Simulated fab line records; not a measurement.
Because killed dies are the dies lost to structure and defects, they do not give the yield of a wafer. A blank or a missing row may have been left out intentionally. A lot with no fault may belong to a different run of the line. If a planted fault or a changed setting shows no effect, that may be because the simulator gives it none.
Check of tool commonality -- flow nand_harc -- 5 lots, 15 wafers sampled

== REASON IT WAS OPENED ==
Flagged at NHARC_END_SORT_01: reading killed_at_array, on 2 of 5 lots. Wafers without a fault read 26, standard deviation 8.4.
Rule: a lot gets a flag if all its wafers with a number sit over 4 standard deviations from that mean, or if no wafer of it has a number. The other lots count as sound.

lot,measured,on,"killed_at_array, wafer by wafer",flag
L429,day 20 15:53,prober-02,25 20 16,
L436,day 22 09:04,prober-01,677 677 677,FLAGGED
L438,day 22 09:05,prober-02,677 677 677,FLAGGED
L447,day 24 17:28,prober-01,42 34 30,
L445,day 24 23:52,prober-02,22 34 20,
On average the flagged lots' numbers are 677, which is +651 against the usual, or +78 standard deviations.

== WHICH TOOL RAN EACH LOT ==
4 process steps preceding the reading are held in the record, out of 1159 steps in the route. Every cell lists first the tool, next ch and the chambers used by the sampled wafers, and last the start.
lot,flag,NHARC_A_STAIRCASE_STRIP_238,NHARC_A_STAIRCASE_HM_OPEN_460,NHARC_A_STAIRCASE_HM_DEP_462,NHARC_A_STAIRCASE_STRIP_316
L429,,"plasma_asher-02 ch 0,1, day 12 07:04","rie_diel-11 ch 1,2, day 12 15:50 or earlier","acl_dep-02 ch 0, day 12 15:50","rie_diel-03 ch 2,3, day 20 15:53 or earlier"
L436,FLAGGED,"plasma_asher-02 ch 0,1, day 14 15:56","rie_diel-11 ch 0,1,3, day 15 01:15 or earlier","acl_dep-02, day 15 01:15","rie_diel-03 ch 1,2,3, day 22 09:04 or earlier"
L438,FLAGGED,"plasma_asher-02 ch 0,1, day 14 18:48","rie_diel-03 ch 1,2,3, day 15 03:58 or earlier","acl_dep-02, day 15 03:58","rie_diel-03 ch 1,2,3, day 22 09:05 or earlier"
L447,,"plasma_asher-01 ch 0, day 16 20:08","rie_diel-02 ch 0,3, day 17 04:22 or earlier","acl_dep-02 ch 0, day 17 04:22","rie_diel-02 ch 0,1,2, day 24 17:28 or earlier"
L445,,"plasma_asher-01 ch 0,1, day 16 14:01","rie_diel-03 ch 0,2, day 17 01:02 or earlier","acl_dep-02 ch 0, day 17 01:02","rie_diel-11 ch 2,3, day 24 23:52 or earlier"
These steps, and what they do:
- NHARC_A_STAIRCASE_STRIP_238: strips in O2.
- NHARC_A_STAIRCASE_HM_OPEN_460: chemistry O2/COS.
- NHARC_A_STAIRCASE_HM_DEP_462: deposits aC, target thk 800 nm.
- NHARC_A_STAIRCASE_STRIP_316: strips in O2.
- NHARC_END_SORT_01

== FLAGGED AGAINST TOTAL, ONE TOOL AT A TIME (gauges that did the reading follow at the end) ==
step,tool,lots run,flagged,share of the flagged lots,sound lots run after its first flagged lot
NHARC_A_STAIRCASE_STRIP_238,plasma_asher-01,2,0,none,-
NHARC_A_STAIRCASE_STRIP_238,plasma_asher-02,3,2,all,0
NHARC_A_STAIRCASE_HM_OPEN_460,rie_diel-02,1,0,none,-
NHARC_A_STAIRCASE_HM_OPEN_460,rie_diel-03,2,1,some,1 (L445)
NHARC_A_STAIRCASE_HM_OPEN_460,rie_diel-11,2,1,some,0
NHARC_A_STAIRCASE_HM_DEP_462,acl_dep-02,5,2,all,"2 (L445,L447)"
NHARC_A_STAIRCASE_STRIP_316,rie_diel-02,1,0,none,-
NHARC_A_STAIRCASE_STRIP_316,rie_diel-03,3,2,all,0
NHARC_A_STAIRCASE_STRIP_316,rie_diel-11,1,0,none,-
NHARC_END_SORT_01,prober-01,2,1,some,1 (L447)
NHARC_END_SORT_01,prober-02,3,1,some,1 (L445)
NHARC_A_STAIRCASE_HM_OPEN_460 gives no start for some lots, so the hours and the order of its lots are those of NHARC_A_STAIRCASE_HM_DEP_462. NHARC_A_STAIRCASE_STRIP_316 gives no start for some lots, so the hours and the order of its lots are those of NHARC_END_SORT_01.

== THE TABLE: WHAT IT ALLOWS ==
In the table, 3 rows ran each flagged lot (plasma_asher-02 at NHARC_A_STAIRCASE_STRIP_238; acl_dep-02 at NHARC_A_STAIRCASE_HM_DEP_462; rie_diel-03 at NHARC_A_STAIRCASE_STRIP_316).
- plasma_asher-02 at NHARC_A_STAIRCASE_STRIP_238: 2 of its 3 lots flagged. A fault beginning between L429 (day 12 07:04), its last sound lot, and L436 (day 14 15:56), its first flagged one, fits the data.
- acl_dep-02 at NHARC_A_STAIRCASE_HM_DEP_462: 2 of its 5 lots flagged. Lots that were sound ran on it after the first flagged one (L445, L447); a persistent fault on the entire tool would not allow that. On the flagged lots its readings are blank where sound lots have values: susceptor_temp_C, throttle_valve_pct.
- rie_diel-03 at NHARC_A_STAIRCASE_STRIP_316: 2 of its 3 lots flagged. A fault beginning between L429 (day 20 15:53), its last sound lot, and L436 (day 22 09:04), its first flagged one, fits the data.
Because each of these 2 tools fits a fault that began at some hour, counting lots does not separate them. More lots, or a look at what each step does to the wafer, might.

== WHAT WAS PUT IN BY THE SIMULATOR ==
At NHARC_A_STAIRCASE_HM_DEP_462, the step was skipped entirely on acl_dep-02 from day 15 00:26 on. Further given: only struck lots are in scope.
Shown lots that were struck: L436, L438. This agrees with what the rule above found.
